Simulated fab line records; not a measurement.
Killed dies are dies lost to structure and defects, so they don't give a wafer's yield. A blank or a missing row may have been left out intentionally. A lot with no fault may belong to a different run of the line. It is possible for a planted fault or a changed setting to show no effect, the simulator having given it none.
Comparing a struck lot with a sound one + flow nandHarc + 15 out of 1302 route steps
Sound: the wafers L562.1, L562.2, L562.3. Struck: wafer L574.1. (L574.3, L574.4 of the same lot were not struck and are left out.) The cause comes at the end.
Order at every step that has rows: each side's tool, ch and its chambers, its first start. Under that, the readings that differ: sound wafers + struck wafers + difference of the means + sigmas: that difference in standard deviations of wafers without a fault.
alike: a reading whose means differ by less than 2 such deviations, as well as words and numbers matching on both sides. not compared: withheld readings; readings where some wafer has no value; bounds like >300 that might hide an equal value; numbers whose values overlap and for which the record gives no deviation.
The two part at a step that has a row with sigmas, a row that says differs or no value, or rows on one side only. Numbers that have no deviation but don't overlap get no sigmas and don't part them. A reading missing from all wafers of one side parts the sides only when that side holds two or more wafers.

first, 1 step without rows for these wafers: NHARC_A_CONTACT_ETCH_78 (etches the open film in O2/COS, target depth 5300 nm, time 1378 s).
NHARC_A_CONTACT_ETCH_124: etches the open film in C4F8/O2/Ar, time 140 s, target depth 700 nm.
  sound on harCapEtch-01 ch 0,1, day 22 13:02; struck on harCapEtch-02 ch 0, day 27 12:35
  not compared: rfHoursCounterH
then, 1 step without rows for these wafers: NHARC_A_CONTACT_ETCH_125 (etches the open film in C4F8/O2/Ar, time 197 s, target depth 1918 nm).
NHARC_A_CONTACT_ETCH_126: etches the open film in C4F8/O2/Ar, time 197 s, target depth 1918 nm.
  sound on harCapEtch-01 ch 0,1, day 22 13:25; struck on harCapEtch-02 ch 0, day 27 12:58
  not compared: rfHoursCounterH
then, 2 steps without rows for these wafers: NHARC_A_CONTACT_ETCH_127 (etches the open film in C4F8/O2/Ar, time 197 s, target depth 1918 nm); NHARC_A_CONTACT_ETCH_128 (etches the open film in C4F8/O2/Ar, time 197 s, target depth 1918 nm).
NHARC_A_CONTACT_ETCH_129: etches the open film in C4F8/O2/Ar, time 197 s, target depth 1918 nm.
  sound on harCapEtch-01 ch 0,1, day 22 13:56; struck on harCapEtch-02 ch 0, day 27 13:30
  not compared: rfHoursCounterH
then, 1 step without rows for these wafers: NHARC_A_CONTACT_ETCH_130 (etches the open film in C4F8/O2/Ar, time 197 s, target depth 1918 nm).
NHARC_A_CONTACT_ETCH_131: etches the open film in C4F8/O2/Ar, time 197 s, target depth 1918 nm.
  sound on harCapEtch-01 ch 0,1, day 22 14:17; struck on harCapEtch-02 ch 0, day 27 13:52
  not compared: rfHoursCounterH
NHARC_A_CONTACT_ETCH_132: etches the open film in C4F8/O2/Ar, time 197 s, target depth 1924 nm.
  sound on harCapEtch-01 ch 0,1, day 22 14:28; struck on harCapEtch-02 ch 0, day 27 14:02
  not compared: rfHoursCounterH
then, 2 steps without rows for these wafers: NHARC_A_CONTACT_ETCH_133 (etches the open film in C4F8/O2/Ar, time 374 s, target depth 1610 nm); NHARC_A_CONTACT_ETCH_91 (etches the open film in CH3F/O2, target depth 40 nm, time 85.7 s).
NHARC_A_CONTACT_ETCH_97: etches the open film in C4F6/O2, target depth 20 nm, time 10 s.
  sound on rieDiel-09 ch 1,2,3, day 22 15:34; struck on rieDiel-09 ch 3, day 27 15:07
| reading             | sound             | struck | difference | sigmas |
|---------------------|-------------------|--------|------------|--------|
| oesProductAu (a.u.) | 0.935 0.943 0.941 | 0.763  | -0.177     | -9     |
| rfHoursCounterH (h) | 2 3 1             | 23     | +21        |        |
  alike: drypumpMotorCurrentA, rfVppV, showerheadPlenumPTorr, throttleValvePct
NHARC_A_CONTACT_CD_MEAS_80:
  sound: cdSem-03 at day 22 15:38; struck: cdSem-01 at day 27 15:11
  alike: cdNm
-- break in the record here, with 2 days between the starts of the struck wafers on either side (left off in module A_CONTACT, picked up again in module END, where the first step shown is number 1302 on the route) --
NHARC_END_SORT_01:
  sound on prober-02 ch 0, day 24 18:19; struck on prober-02 ch 0, day 29 21:26
| reading       | sound    | struck                  | difference                   | sigmas |
|---------------|----------|-------------------------|------------------------------|--------|
| hold          | - - -    | awaitDispo/1.8h/release | no value on the sound wafers |        |
| killedAtArray | 49 57 46 | 323                     | +272                         | +13    |
| killedDies    | 57 65 58 | 328                     | +268                         | +13    |
  alike: killedAtOther, killedAtPeriphery, killedOpen, killedShort

WHERE THEY PART
Earliest at NHARC_A_CONTACT_ETCH_97; latest, in this record, at NHARC_END_SORT_01.

WHY: whatever the simulator had introduced
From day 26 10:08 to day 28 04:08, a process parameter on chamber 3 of rieDiel-09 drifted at NHARC_A_CONTACT_ETCH_97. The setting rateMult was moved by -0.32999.
